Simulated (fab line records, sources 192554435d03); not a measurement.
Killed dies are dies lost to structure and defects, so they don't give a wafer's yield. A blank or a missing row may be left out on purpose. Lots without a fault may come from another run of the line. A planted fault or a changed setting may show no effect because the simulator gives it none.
Chamber matching | flow n5_finfet | N5_BEOL_M0_SAQP_SPACER1_ALD_98 on ald_sin-02: 4 sister chambers
The step deposits SiO2, target thk 12.8 nm, pulse time 1 s, purge time 2 s. 8 wafers are shown with their chamber, then 9 later ones without.

WAFERS WITH THEIR CHAMBER
wafer  | chamber | heater_power_w (W) | heater_power_outer_w (W)
L085.4 | 2       | 518                | 301
L085.5 | 1       | 409                | 221
L086.1 | 0       | 458                | 289
L086.4 | 2       | 518                | 286
L086.5 | 3       | 524                | 310
L087.1 | 1       | 420                | 226
L087.3 | 0       | 458                | 277
L087.6 | 3       | 533                | 309

WAFERS WITHOUT THEIR CHAMBER
wafer  | heater_power_w (W) | heater_power_outer_w (W)
L092.1 | 420                | 224
L092.2 | 517                | 289
L092.5 | 468                | 279
L095.2 | 512                | 297
L095.3 | 541                | 301
L095.6 | 543                | 320
L096.3 | 541                | 314
L096.4 | 468                | 280
L096.6 | 535                | 310

WHICH CHAMBER EACH WENT THROUGH
wafer  | from the rows above     | in truth
L092.1 | 1                       | 1
L092.2 | 2                       | 2
L092.5 | 0                       | 0
L095.2 | 2                       | 2
L095.3 | can't be placed: 3 or 2 | 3
L095.6 | 3                       | 3
L096.3 | 3                       | 3
L096.4 | 0                       | 0
L096.6 | 3                       | 3
Placed correctly: 8 of 9. Can't be placed from these rows: 1 (the true chamber is among the candidates in 1). Placed wrongly: 0.
How it was worked out, from the rows above alone: a wafer's distance from a chamber is the root of the sum, over the readings, of the square of ((its reading less the chamber's mean) divided by the reading's scatter). The wafer belongs to the nearest chamber; if the next one is less than 2 further off, it can't be placed. A chamber's mean is the mean of its shown wafers. The scatter: the root of (the sum of the squares of (reading less its chamber's mean) over the shown wafers, divided by (wafers less chambers)).
